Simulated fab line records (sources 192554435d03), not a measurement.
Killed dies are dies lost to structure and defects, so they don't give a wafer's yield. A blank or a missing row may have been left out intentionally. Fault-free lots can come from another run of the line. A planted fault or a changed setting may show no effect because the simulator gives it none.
fab line records	flow n5_finfet	part 1 of 2: steps 1 to 4 of 6
record: lots: 24	wafers: 72	last_day: 18
route steps=1938 shown BEOL_M9@1404
lots untouched by any fault: they come from a run of this same line in which no faults occurred
start_h: hours from the record's first day to the start of the lot's first wafer shown	wait_h: time in hours since the lot's previous step	" unchanged from the row above	L1.1+2: several wafers, shown together as one row	- either no value or no given start	* or withheld: withheld	< > ~ a bound
route shown NAME@n: a module of which the file shows steps, and the number in the route of the first	usual: mean/standard deviation of fault-free wafers	same: alike in all rows	chamber/n: place in a boat	sites: the reading at each site	_std_site: how widely they spread, as a standard deviation	_edge_site: mean of outer sites minus mean of inner sites	radius_mm: how far each site lies from the wafer's centre	mask NAME#n: copy n	behind: the last tool/chamber to shape the wafer	hold: why the lot went on hold/how many hours it stayed there/how the hold came to an end	device: the transistor (n, p or np) that didn't switch	end of line: the route-end tests of the same wafers	step lacking rows: just its recipe	killed: dies that structure and defects cost at the first sort, which is not the same as the wafer's yield	map: shows each die of a wafer: x if killed, . if not, _ if none is there
set.NAME: the setting as run; set.NAME@STEP: as run at that earlier step	model.NAME: the simulator's own value behind a step, which no gauge read
a sample of lots followed through the steps of the route, with each step as a table and each wafer as a row
services: when a tool's chamber went out of use (start_h, in hours from the record's first day, below 0 if earlier), for how many hours, and the reason
== steps ==
step: N5_BEOL_M9_PECVD_70
recipe: material: SiO2	target_thk_a: 200	temp_c: 400	precursor: TEOS/O2	pressure_torr: 5.5	rf_w: 450	teos_flow_sccm: 53.8	gas: O2	flow_sccm: 3000	time_s: 22.7
usual: heater_power_w: 711/55	rf_fwd_power_W: 443.5/1.8	showerhead_plenum_p_Torr: 8.80/0.064	throttle_valve_pct: 21.7/0.94
lot.wafer	tool	chamber	start_h	wait_h	heater_power_w	rf_fwd_power_W	showerhead_plenum_p_Torr	throttle_valve_pct
L074.1	pecvd-04	0	200.06	0.0	699	446.3	8.75	21.1
L074.2	"	1	"	"	711	442.9	8.69	21.5
L074.5	"	0	"	"	674	448.0	8.75	21.2
L075.3	pecvd-02	2	205.15	0.0	656	444.3	8.73	22.0
L075.4	"	0	"	"	653	443.2	8.77	22.6
L075.5	"	2	"	"	667	441.7	8.74	22.2
L076.1	pecvd-04	1	215.23	0.0	716	443.4	8.69	21.4
L076.2	"	0	"	"	660	445.6	8.74	21.3
L076.3	"	2	"	"	754	443.5	8.77	19.9
L077.3	pecvd-03	0	215.48	0.1	781	444.7	8.88	22.2
L077.4	"	1	"	"	688	442.6	8.83	20.9
L077.5	"	1	"	"	695	443.6	8.83	21.1
L078.1	pecvd-02	2	231.67	0.0	765	442.5	8.75	22.2
L078.3	"	0	"	"	668	446.1	8.74	22.5
L078.4	"	2	"	"	754	443.2	8.75	22.3
L079.2	pecvd-03	0	231.97	0.0	765	444.2	8.90	21.9
L079.3	"	1	"	"	721	440.8	8.82	21.1
L079.4	"	0	"	"	746	445.5	8.89	22.2
L080.2	pecvd-03	0	245.64	0.0	769	444.4	8.90	22.0
L080.3	"	2	"	"	744	443.3	8.84	20.9
L080.4	"	1	"	"	745	441.9	8.81	21.2
L081.1	pecvd-04	0	252.74	0.0	633	446.7	8.76	21.5
L081.3	"	2	"	"	822	443.5	8.78	19.9
L081.6	"	0	"	"	644	445.3	8.72	21.5
L082.1	pecvd-02	2	257.90	0.0	683	445.3	8.71	22.5
L082.3	"	0	"	"	739	446.3	8.73	22.6
L082.4	"	1	"	"	816	441.4	8.80	23.5
L083.2	pecvd-04	2	261.64	0.0	787	446.7	8.76	19.9
L083.3	"	1	"	"	647	442.1	8.69	21.1
L083.6	"	0	"	"	678	444.2	8.74	21.5
L084.3	pecvd-03	2	271.95	0.0	625	445.0	8.85	20.6
L084.5	"	1	"	"	669	443.6	8.81	21.1
L084.6	"	2	"	"	620	446.0	8.85	20.8
L085.1	pecvd-03	0	272.09	0.0	790	442.9	8.92	22.1
L085.2	"	1	"	"	740	444.1	8.81	21.1
L085.6	"	1	"	"	728	443.1	8.82	21.0
L086.3	pecvd-02	2	289.05	0.0	668	444.4	8.71	22.2
L086.4	"	0	"	"	686	442.1	8.75	22.6
L086.5	"	2	"	"	680	444.0	8.75	22.1
L088.1	pecvd-03	0	296.88	0.0	675	444.3	8.90	22.5
L088.2	"	1	"	"	751	443.9	8.83	21.0
L088.5	"	1	"	"	597	441.8	8.84	21.2
L087.3	pecvd-02	1	302.48	0.0	752	442.6	8.81	23.3
L087.4	"	1	"	"	725	442.2	8.81	23.4
L087.5	"	0	"	"	673	442.9	8.76	22.8
L090.4	pecvd-03	1	309.44	0.1	719	445.1	8.81	21.0
L090.5	"	2	"	"	640	442.5	8.87	20.8
L090.6	"	0	"	"	768	443.1	8.90	22.5
L089.2	pecvd-02	1	313.98	0.0	771	440.4	8.82	23.4
L089.5	"	0	"	"	668	444.6	8.76	22.4
L089.6	"	2	"	"	726	444.6	8.73	22.4
L092.1	pecvd-03	0	321.93	0.0	659	443.7	8.88	22.5
L092.2	"	1	"	"	657	441.3	8.81	20.9
L092.5	"	1	"	"	630	443.7	8.82	21.1
L091.1	pecvd-04	2	322.61	0.0	782	442.6	8.75	20.3
L091.3	"	0	"	"	671	447.1	8.75	21.7
L091.6	"	0	"	"	665	445.4	8.75	21.6
L094.2	pecvd-03	1	326.13	0.0	716	442.8	8.81	20.8
L094.3	"	0	"	"	671	441.6	8.91	22.3
L094.4	"	0	"	"	681	443.9	8.86	22.3
L095.4	pecvd-03	1	326.35	0.1	749	443.7	8.83	21.0
L095.5	"	0	"	"	706	444.4	8.90	22.4
L095.6	"	2	"	"	625	444.3	8.85	20.9
L093.1	pecvd-02	2	336.54	0.0	781	445.2	8.72	22.6
L093.4	"	1	"	"	807	439.0	8.82	23.3
L093.5	"	2	"	"	751	444.6	8.74	22.3
L096.1	pecvd-03	0	353.16	0.0	745	443.2	8.90	22.5
L096.3	"	2	"	"	650	444.8	8.87	20.9
L096.5	"	2	"	"	650	444.3	8.85	21.1
L097.2	pecvd-03	2	366.24	0.0	623	445.6	8.85	20.8
L097.4	"	1	"	"	644	442.9	8.82	21.2
L097.5	"	2	"	"	631	444.2	8.86	20.8
step: N5_BEOL_M9_INSPECT_13
recipe: mode: adi	inspect_instrument: brightfield
usual: raw_defect_count: 404/91
lot.wafer	tool	chamber	start_h	wait_h	raw_defect_count
L074.1	defect_inspect-01	-	200.55	0.0	384
L074.2	"	-	"	"	504
L074.5	"	-	"	"	495
L075.3	defect_inspect-02	-	206.42	0.0	437
L075.4	"	-	"	"	448
L075.5	"	-	"	"	482
L076.1	defect_inspect-01	-	215.84	0.0	225
L076.2	"	-	"	"	357
L076.3	"	-	"	"	421
L077.3	defect_inspect-02	-	217.60	0.0	284
L077.4	"	-	"	"	339
L077.5	"	-	"	"	351
L078.1	defect_inspect-02	-	236.01	0.0	394
L078.3	"	-	"	"	364
L078.4	"	-	"	"	525
L079.2	defect_inspect-01	-	236.28	0.0	502
L079.3	"	-	"	"	579
L079.4	"	-	"	"	575
L080.2	defect_inspect-01	-	247.48	0.0	376
L080.3	"	-	"	"	421
L080.4	"	-	"	"	408
L081.1	defect_inspect-02	-	253.57	0.0	397
L081.3	"	-	"	"	322
L081.6	"	-	"	"	499
L082.1	defect_inspect-02	-	259.27	0.0	434
L082.3	"	-	"	"	281
L082.4	"	-	"	"	538
L083.2	defect_inspect-02	-	263.58	0.0	443
L083.3	"	-	"	"	307
L083.6	"	-	"	"	334
L084.3	defect_inspect-02	-	272.56	0.0	375
L084.5	"	-	"	"	507
L084.6	"	-	"	"	330
L085.1	defect_inspect-02	-	272.86	0.0	246
L085.2	"	-	"	"	438
L085.6	"	-	"	"	327
L086.3	defect_inspect-02	-	289.55	0.0	350
L086.4	"	-	"	"	444
L086.5	"	-	"	"	516
L088.1	defect_inspect-02	-	299.82	0.0	305
L088.2	"	-	"	"	368
L088.5	"	-	"	"	376
L087.3	defect_inspect-02	-	303.88	0.0	563
L087.4	"	-	"	"	616
L087.5	"	-	"	"	562
L090.4	defect_inspect-02	-	310.60	0.0	395
L090.5	"	-	"	"	313
L090.6	"	-	"	"	361
L089.2	defect_inspect-02	-	314.59	0.0	343
L089.5	"	-	"	"	313
L089.6	"	-	"	"	320
L092.1	defect_inspect-02	-	323.59	0.0	347
L092.2	"	-	"	"	265
L092.5	"	-	"	"	399
L091.1	defect_inspect-02	-	323.91	0.0	313
L091.3	"	-	"	"	324
L091.6	"	-	"	"	261
L094.2	defect_inspect-01	-	328.92	0.0	493
L094.3	"	-	"	"	437
L094.4	"	-	"	"	381
L095.4	defect_inspect-01	-	329.08	0.0	457
L095.5	"	-	"	"	448
L095.6	"	-	"	"	439
L093.1	defect_inspect-01	-	340.75	0.0	451
L093.4	"	-	"	"	599
L093.5	"	-	"	"	451
L096.1	defect_inspect-01	-	355.17	0.0	416
L096.3	"	-	"	"	489
L096.5	"	-	"	"	464
L097.2	defect_inspect-02	-	368.39	0.0	365
L097.4	"	-	"	"	421
L097.5	"	-	"	"	494
step: N5_BEOL_M9_HM_OPEN_17
recipe: chemistry: Cl2/BCl3	target_depth_a: 200	overetch_a: 60	target: TiN	mask_material: SOC	ion_energy_ev: 150	pressure_mtorr: 10	icp_w: 1000	bias_w: 126	Cl2_flow_sccm: 53.25	bcl3_flow_sccm: 21.75	Ar_flow_sccm: 25
usual: drypump_motor_current_A: 5.5/0.35	he_backside_leak_sccm: 3.33/0.3	oes_product_au: 0.64/0.086	rf_fwd_power_W: 991/5	throttle_valve_pct: 22.1/0.33
lot.wafer	tool	chamber	start_h	wait_h	drypump_motor_current_A	he_backside_leak_sccm	oes_product_au	rf_fwd_power_W	rf_hours_counter_h	throttle_valve_pct
L074.1	rie_metal-03	0	200.85	0.0	5.6	3.36	0.52	996	122	22.3
L074.2	"	1	"	"	6.0	2.98	0.67	986	42	21.5
L074.5	"	1	"	"	6.0	3.06	0.67	986	-	21.5
L075.3	rie_metal-03	0	206.75	0.1	5.6	3.23	0.52	996	-	22.3
L075.4	"	1	"	"	6.0	3.00	0.67	989	-	21.5
L075.5	"	1	"	"	6.0	2.99	0.67	991	-	21.5
L076.1	rie_metal-02	0	216.15	0.0	5.3	3.29	0.56	990	101	22.2
L076.2	"	1	"	"	4.9	3.25	0.69	988	27	22.4
L076.3	"	1	"	"	4.9	3.43	0.69	986	-	22.4
L077.3	rie_metal-01	0	217.96	0.1	5.9	3.39	0.57	984	-	22.5
L077.4	"	0	"	"	5.9	3.42	0.58	988	-	22.4
L077.5	"	0	"	"	5.9	3.32	0.57	989	-	22.5
L078.1	rie_metal-03	0	236.43	0.0	5.6	3.21	0.51	994	125	22.3
L078.3	"	1	"	"	6.0	2.94	0.66	991	-	21.5
L078.4	"	0	"	"	5.5	3.43	0.52	996	-	22.3
L079.2	rie_metal-03	0	236.77	0.0	5.6	3.33	0.51	1001	125	22.3
L079.3	"	0	"	"	5.6	4.20	0.52	1002	-	22.3
L079.4	"	1	"	"	6.0	2.97	0.66	987	-	21.5
L080.2	rie_metal-03	1	247.78	0.0	6.0	3.01	0.66	982	46	21.5
L080.3	"	0	"	"	5.6	3.41	0.50	996	-	22.3
L080.4	"	1	"	"	6.0	3.31	0.66	983	-	21.5
L081.1	rie_metal-02	0	254.82	0.0	5.3	3.53	0.55	989	104	22.2
L081.3	"	1	"	"	4.9	3.55	0.68	993	-	22.4
L081.6	"	1	"	"	5.0	3.37	0.69	993	-	22.4
L082.1	rie_metal-02	1	259.58	0.0	5.0	3.54	0.68	989	31	22.4
L082.3	"	0	"	"	5.4	3.22	0.55	992	-	22.2
L082.4	"	1	"	"	5.0	3.31	0.69	990	-	22.4
L083.2	rie_metal-01	1	263.88	0.0	5.3	3.92	0.68	989	31	22.0
L083.3	"	0	"	"	5.9	3.56	0.56	995	-	22.5
L083.6	"	0	"	"	5.9	3.36	0.56	992	-	22.5
L084.3	rie_metal-02	0	272.90	0.1	5.3	3.58	0.55	994	-	22.2
L084.5	"	0	"	"	5.3	3.48	0.55	997	-	22.2
L084.6	"	1	"	"	5.0	3.31	0.68	989	-	22.4
L085.1	rie_metal-02	0	273.25	0.0	5.3	3.38	0.55	993	105	22.2
L085.2	"	1	"	"	5.0	3.47	0.68	995	32	22.4
L085.6	"	0	"	"	5.4	3.39	0.55	993	-	22.2
L086.3	rie_metal-03	1	290.22	0.1	6.0	2.95	0.65	986	-	21.5
L086.4	"	0	"	"	5.6	3.16	0.82	998	-	22.2
L086.5	"	1	"	"	6.0	3.20	0.66	986	-	21.5
L088.1	rie_metal-03	0	300.12	0.0	5.6	3.45	0.81	995	3	22.1
L088.2	"	1	"	"	6.0	3.29	0.65	988	53	21.5
L088.5	"	0	"	"	5.6	3.28	0.81	998	-	22.2
L087.3	rie_metal-02	1	304.32	0.1	5.0	3.47	0.69	990	-	22.4
L087.4	"	0	"	"	5.3	3.48	0.55	994	-	22.2
L087.5	"	1	"	"	4.9	3.60	0.68	988	-	22.4
L090.4	rie_metal-03	1	310.93	0.1	6.0	3.10	0.64	985	-	21.6
L090.5	"	1	"	"	6.0	3.31	0.64	989	-	21.6
L090.6	"	0	"	"	5.6	3.18	0.81	997	-	22.2
L089.2	rie_metal-01	1	314.93	0.0	5.3	3.74	0.66	987	34	22.0
L089.5	"	1	"	"	5.3	3.43	0.67	993	-	22.0
L089.6	"	0	"	"	5.9	3.28	0.56	990	-	22.5
L092.1	rie_metal-02	1	323.90	0.0	4.9	3.38	0.67	983	36	22.4
L092.2	"	0	"	"	5.3	3.18	0.54	990	109	22.2
L092.5	"	1	"	"	4.9	3.43	0.68	992	-	22.4
L091.1	rie_metal-03	1	324.22	0.0	6.0	2.86	0.66	982	55	21.5
L091.3	"	0	"	"	5.6	3.16	0.80	998	-	22.1
L091.6	"	1	"	"	6.0	2.73	0.65	983	-	21.5
L094.2	rie_metal-02	0	329.33	0.0	5.3	3.43	0.55	990	110	22.2
L094.3	"	1	"	"	4.9	3.47	0.68	991	-	22.4
L094.4	"	0	"	"	5.3	3.41	0.55	991	-	22.2
L095.4	rie_metal-01	1	329.61	0.1	5.3	3.44	0.67	991	-	22.0
L095.5	"	1	"	"	5.3	3.67	0.66	985	-	22.0
L095.6	"	0	"	"	5.8	3.27	0.56	996	-	22.5
L093.1	rie_metal-03	1	341.06	0.0	5.9	2.78	0.65	979	56	21.5
L093.4	"	1	"	"	6.0	2.91	0.64	982	-	21.6
L093.5	"	0	"	"	5.6	3.20	0.79	992	-	22.2
L096.1	rie_metal-03	0	355.48	0.0	5.6	3.11	0.78	997	7	22.2
L096.3	"	0	"	"	5.6	2.95	0.78	1000	-	22.2
L096.5	"	0	"	"	5.6	3.28	0.78	996	-	22.2
L097.2	rie_metal-01	1	368.72	0.1	5.3	3.57	0.66	989	-	22.0
L097.4	"	1	"	"	5.3	3.64	0.65	991	-	22.0
L097.5	"	1	"	"	5.3	3.42	0.66	991	-	22.0
step: N5_BEOL_M9_STRIP_19
recipe: chemistry: O2	power_w: 400	temp_c: 40	pressure_mtorr: 30	rf_frequency_hz: 6e+07	bias_power_w: 0	overash_fraction: 0.2	o2_flow_sccm: 225
usual: drypump_motor_current_A: 5.9/0.43	o2_flow_sccm: 225.1/0.68	oes_product_au: 0.73/0.083	rf_vpp_V: 3.8/0.59	showerhead_plenum_p_Torr: 2.13/0.053	throttle_valve_pct: 16.78/0.18
same: bias_power_w: 0
lot.wafer	tool	chamber	start_h	wait_h	drypump_motor_current_A	o2_flow_sccm	oes_product_au	rf_hours_counter_h	rf_vpp_V	showerhead_plenum_p_Torr	throttle_valve_pct
L074.1	rie_diel-05	1	200.98	0.1	5.1	225.8	0.71	196	3.1	2.17	16.87
L074.2	"	2	"	"	6.4	224.4	0.72	208	3.8	2.18	16.63
L074.5	"	3	"	"	6.0	224.8	0.65	-	4.5	2.07	16.84
L075.3	rie_diel-05	2	206.83	0.1	6.4	224.4	0.73	209	4.0	2.18	16.64
L075.4	"	1	"	"	5.1	225.1	0.70	198	2.9	2.17	16.86
L075.5	"	3	"	"	6.0	224.0	0.66	-	4.0	2.07	16.85
L076.1	rie_diel-05	3	216.27	0.1	6.0	224.5	0.65	234	4.2	2.07	16.86
L076.2	"	0	"	"	5.3	224.4	0.75	166	4.2	2.17	16.45
L076.3	"	1	"	"	5.1	224.7	0.69	201	4.1	2.17	16.89
L077.3	rie_diel-03	3	218.10	0.1	5.9	225.8	0.68	235	4.2	2.15	17.05
L077.4	"	0	"	"	5.9	224.9	0.70	200	4.0	2.15	16.66
L077.5	"	2	"	"	5.6	225.3	0.76	-	3.9	2.13	17.00
L078.1	rie_diel-06	2	236.64	0.2	6.7	225.3	0.77	149	4.0	2.02	16.75
L078.3	"	0	"	"	5.7	224.6	0.69	214	4.2	2.19	16.78
L078.4	"	1	"	"	5.7	225.7	0.68	220	3.5	2.17	16.63
L079.2	rie_diel-06	0	236.99	0.2	5.7	226.1	0.69	214	4.2	2.19	16.78
L079.3	"	3	"	"	5.2	225.3	0.73	221	3.9	2.00	16.85
L079.4	"	2	"	"	6.7	224.7	0.78	149	4.1	2.02	16.75
L080.2	rie_diel-05	0	247.89	0.1	5.3	225.1	0.75	172	3.9	2.17	16.49
L080.3	"	2	"	"	6.4	225.5	0.72	221	3.5	2.17	16.64
L080.4	"	1	"	"	5.1	223.9	0.70	208	4.3	2.17	16.89
L081.1	rie_diel-06	1	255.29	0.4	5.7	225.0	0.67	227	3.8	2.17	16.67
L081.3	"	2	"	"	6.7	224.8	0.77	157	4.3	2.02	16.77
L081.6	"	0	"	"	5.7	225.4	0.68	-	3.0	2.19	16.80
L082.1	rie_diel-03	3	259.69	0.1	5.9	225.2	0.66	243	4.6	2.15	17.08
L082.3	"	1	"	"	6.4	224.2	0.67	251	4.4	2.14	16.88
L082.4	"	1	"	"	6.4	224.4	0.67	-	3.1	2.14	16.87
L083.2	rie_diel-03	0	264.11	0.2	5.9	225.4	0.69	210	3.8	2.15	16.66
L083.3	"	3	"	"	5.9	225.2	0.67	245	3.4	2.15	17.09
L083.6	"	3	"	"	5.9	225.3	0.67	-	3.5	2.15	17.09
L084.3	rie_diel-03	0	273.10	0.2	5.9	225.2	0.70	212	4.3	2.15	16.67
L084.5	"	0	"	"	5.9	224.0	0.69	-	4.1	2.15	16.67
L084.6	"	1	"	"	6.5	225.3	0.67	-	3.7	2.14	16.88
L085.1	rie_diel-03	0	273.36	0.1	5.9	224.4	0.71	213	3.4	2.15	16.67
L085.2	"	2	"	"	5.7	224.6	0.75	127	3.1	2.13	17.02
L085.6	"	1	"	"	6.4	224.2	0.67	-	3.9	2.14	16.90
L086.3	rie_diel-03	0	290.31	0.1	5.9	225.4	0.70	219	4.2	2.15	16.69
L086.4	"	2	"	"	5.7	225.1	0.74	-	3.9	2.13	17.05
L086.5	"	0	"	"	5.9	225.9	0.69	-	3.4	2.15	16.70
L088.1	rie_diel-05	3	300.23	0.1	6.0	224.1	0.93	5	4.3	2.06	16.41
L088.2	"	0	"	"	5.3	223.6	0.73	191	4.1	2.16	16.49
L088.5	"	0	"	"	5.3	224.3	0.73	-	3.7	2.16	16.51
L087.3	rie_diel-03	2	304.49	0.1	5.6	224.3	0.74	138	4.7	2.13	17.07
L087.4	"	2	"	"	5.6	223.9	0.75	-	4.3	2.13	17.06
L087.5	"	0	"	"	5.9	223.9	0.69	-	3.5	2.15	16.72
L090.4	rie_diel-03	0	311.03	0.1	5.9	225.4	0.69	-	4.0	2.14	16.71
L090.5	"	3	"	"	5.9	223.9	0.99	-	4.6	2.14	16.65
L090.6	"	2	"	"	5.6	225.8	0.74	-	3.7	2.12	17.06
L089.2	rie_diel-03	3	315.04	0.1	5.9	225.6	0.98	5	3.8	2.14	16.62
L089.5	"	0	"	"	5.9	225.3	0.68	-	5.3	2.14	16.71
L089.6	"	3	"	"	5.9	225.8	0.97	-	3.8	2.14	16.64
L092.1	rie_diel-06	1	324.01	0.1	5.7	225.5	0.67	247	3.8	2.17	16.69
L092.2	"	2	"	"	6.7	224.7	0.76	177	5.1	2.01	16.82
L092.5	"	2	"	"	6.7	226.2	0.76	-	3.8	2.01	16.80
L091.1	rie_diel-06	0	324.33	0.1	5.7	224.5	0.67	243	3.7	2.18	16.84
L091.3	"	2	"	"	6.7	224.9	0.75	178	5.1	2.01	16.80
L091.6	"	1	"	"	5.7	225.7	0.67	-	3.3	2.17	16.69
L094.2	rie_diel-06	0	329.47	0.1	5.7	226.1	0.67	245	4.1	2.18	16.82
L094.3	"	2	"	"	6.8	224.9	0.76	-	4.3	2.01	16.82
L094.4	"	0	"	"	5.7	225.7	0.67	-	3.8	2.18	16.83
L095.4	rie_diel-06	2	329.83	0.2	6.7	225.6	0.75	-	3.3	2.01	16.80
L095.5	"	2	"	"	6.7	225.4	0.75	-	3.5	2.01	16.80
L095.6	"	0	"	"	5.7	225.3	0.67	-	2.6	2.18	16.85
L093.1	rie_diel-05	0	341.17	0.1	5.3	224.9	0.72	202	4.4	2.16	16.50
L093.4	"	3	"	"	6.1	225.4	0.89	16	3.5	2.06	16.45
L093.5	"	2	"	"	6.4	225.6	0.70	-	4.3	2.16	16.73
L096.1	rie_diel-03	0	355.61	0.1	5.9	224.8	0.68	243	3.2	2.14	16.74
L096.3	"	1	"	"	6.4	225.7	0.93	9	4.9	2.14	16.43
L096.5	"	0	"	"	5.9	224.4	0.67	-	2.9	2.14	16.73
L097.2	rie_diel-03	3	368.89	0.1	5.9	225.2	0.93	22	4.2	2.14	16.67
L097.4	"	0	"	"	5.9	226.8	0.67	247	2.8	2.14	16.74
L097.5	"	3	"	"	5.9	225.3	0.93	-	4.5	2.14	16.66
